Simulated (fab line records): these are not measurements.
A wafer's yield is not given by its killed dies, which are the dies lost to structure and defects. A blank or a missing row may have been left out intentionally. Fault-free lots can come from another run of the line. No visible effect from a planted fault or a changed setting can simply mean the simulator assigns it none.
One fault seen from 2 desks :: flow nand_harc :: numbers are kept per desk, each desk with only its own; the story behind them comes last

== FOR THE TOOL OWNER'S DESK: rie_diel-06 ==
The tool's own readings at NHARC_A_STAIRCASE_ETCH_19 (etches the open film in C4F8/O2, target depth 100 nm, time 40.5 s): means of the sampled wafers that have a number, for each lot that ran on this tool. If a lot's mean is further than 4 standard deviations from the usual mean, the lot is out of limits and carries the mark OUT (the distance appears in the brackets).
Columns: A = chamber_pressure_mTorr at NHARC_A_STAIRCASE_ETCH_19, usual 25.000 mTorr; B = oes_product_au at NHARC_A_STAIRCASE_ETCH_19, usual 0.937 a.u.; C = rf_vpp_V at NHARC_A_STAIRCASE_ETCH_19, usual 899 V
lot: L670
first seen here: day 11 14:49
A: 24.981
B: 0.948
C: 902

lot: L678
first seen here: day 14 03:41
A: 24.988
B: 0.935
C: 902
Finding of this desk: none of the 2 lots has anything out of limits.

== THE METROLOGY DESK ==
What the gauges read for every lot (on any tool): the sampled wafers with a number, averaged. If a lot's mean is further than 4 standard deviations from the usual mean, the lot is out of limits and carries the mark OUT (the distance appears in the brackets).
Columns: A = cd_nm at NHARC_THIN_TSV_CD_MEAS_12, usual 999.4 nm
lot: L668
first seen here: day 18 16:52
A: 999.8

lot: L669
first seen here: day 18 21:14
A: 1001.0

lot: L670
first seen here: day 18 22:28
A: 998.7

lot: L667
first seen here: day 19 02:44
A: 997.6

lot: L677
first seen here: day 20 17:35
A: 999.4

lot: L678
first seen here: day 22 02:46
A: 999.9

lot: L681
first seen here: day 22 04:08
A: 1000.7

lot: L682
first seen here: day 22 14:40
A: 998.9

lot: L683
first seen here: day 23 01:50
A: 998.3

lot: L685
first seen here: day 23 06:33
A: 1000.0

lot: L689
first seen here: day 23 07:46
A: 1000.1

lot: L688
first seen here: day 23 17:55
A: 1000.9

lot: L687
first seen here: day 23 19:23
A: 999.1
Finding of this desk: none of the 13 lots has anything out of limits.

== ALL TOGETHER ==
Nothing out of limits was seen by the tool owner's desk.
Metrology desk: nothing out of limits seen.

== WHAT THE SIMULATOR PUT IN ==
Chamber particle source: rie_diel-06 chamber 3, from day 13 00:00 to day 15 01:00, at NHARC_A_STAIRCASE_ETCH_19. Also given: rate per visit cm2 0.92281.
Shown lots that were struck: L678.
